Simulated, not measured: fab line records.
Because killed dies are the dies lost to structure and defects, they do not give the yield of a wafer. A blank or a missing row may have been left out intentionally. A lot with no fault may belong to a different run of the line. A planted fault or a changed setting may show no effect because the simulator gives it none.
Matching of chambers ; flow n5-finfet ; 4 sister chambers for N5_SDB_DESCUM_16 on rie-diel-03
The step chemistry O2, time 7.9 s. 8 wafers are shown with their chamber, then 10 later ones without.

== WAFERS WITH THEIR CHAMBER ==
wafer;chamber;drypump-motor-current-A (A);throttle-valve-pct (%)
L083.3;3;5.2;20.39
L083.4;0;5.9;20.26
L085.4;3;5.2;20.39
L088.3;1;5.3;20.45
L089.2;1;5.4;20.46
L089.4;2;5.3;20.28
L093.1;2;5.3;20.30
L093.4;0;5.8;20.27

== WAFERS WHOSE CHAMBER IS MISSING ==
wafer;drypump-motor-current-A (A);throttle-valve-pct (%)
L093.5;5.3;20.29
L095.2;5.2;20.45
L095.3;5.3;20.29
L095.6;5.9;20.27
L096.3;5.3;20.51
L096.4;5.8;20.28
L096.5;5.3;20.49
L097.2;5.2;20.44
L097.3;5.3;20.29
L097.5;5.2;20.45

== CHAMBER TAKEN BY EACH ==
wafer;from the rows above;in truth
L093.5;2;2
L095.2;1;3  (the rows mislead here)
L095.3;2;2
L095.6;0;0
L096.3;1;1
L096.4;0;0
L096.5;1;1
L097.2;1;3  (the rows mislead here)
L097.3;2;2
L097.5;1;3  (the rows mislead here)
Placed correctly: 7 of 10. Left unplaced by these rows: 0. Wrongly placed: 3.
How it was worked out, from the rows above alone: a wafer's distance from a chamber is the root of the sum, over the readings, of the square of ((its reading less the chamber's mean) divided by the reading's scatter). The wafer belongs to the nearest chamber; if the next one is less than 2 further off, it can't be placed. The mean given for a chamber averages the wafers shown for that chamber. The scatter: the root of (the sum of the squares of (reading less its chamber's mean) over the shown wafers, divided by (wafers less chambers)).
